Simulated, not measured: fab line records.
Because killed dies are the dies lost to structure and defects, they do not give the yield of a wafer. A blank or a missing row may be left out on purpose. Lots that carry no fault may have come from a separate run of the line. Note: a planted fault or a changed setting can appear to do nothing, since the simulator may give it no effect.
Chamber matching	flow nand harc	NHARC_A_BLC_ALD_23 on ald metal-02: 4 sister chambers
The step deposits TiN, target thk 3 nm, pulse time 1 s, ald cycles 150. 4 wafers are shown with their chamber, then 7 later ones without.

WAFERS, EACH WITH ITS CHAMBER
wafer	chamber	heater power w (W)
L087.2	1	866
L087.6	2	917
L089.3	0	1129
L089.4	3	1055

WAFERS MISSING THEIR CHAMBER
wafer	heater power w (W)
L089.5	1048
L091.1	1054
L091.4	916
L091.6	1108
L093.2	1113
L093.3	867
L093.4	841

EACH ONE'S CHAMBER
wafer	from the rows above	in truth
L089.5	3	3
L091.1	3	3
L091.4	2	2
L091.6	0	0
L093.2	0	0
L093.3	1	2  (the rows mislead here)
L093.4	1	1
Correctly placed: 6 of 7. From these rows, 0 cannot be placed. Wrongly placed: 1.
How it was worked out, from the rows above alone: a wafer's distance from a chamber is the root of the sum, over the readings, of the square of ((its reading less the chamber's mean) divided by the reading's scatter). The wafer belongs to the nearest chamber; if the next one is less than 2 further off, it can't be placed. The mean given for a chamber averages the wafers shown for that chamber. The scatter (one wafer shown for each chamber): square how far every hidden wafer sits from the nearest shown wafer, average those squares and take the square root.
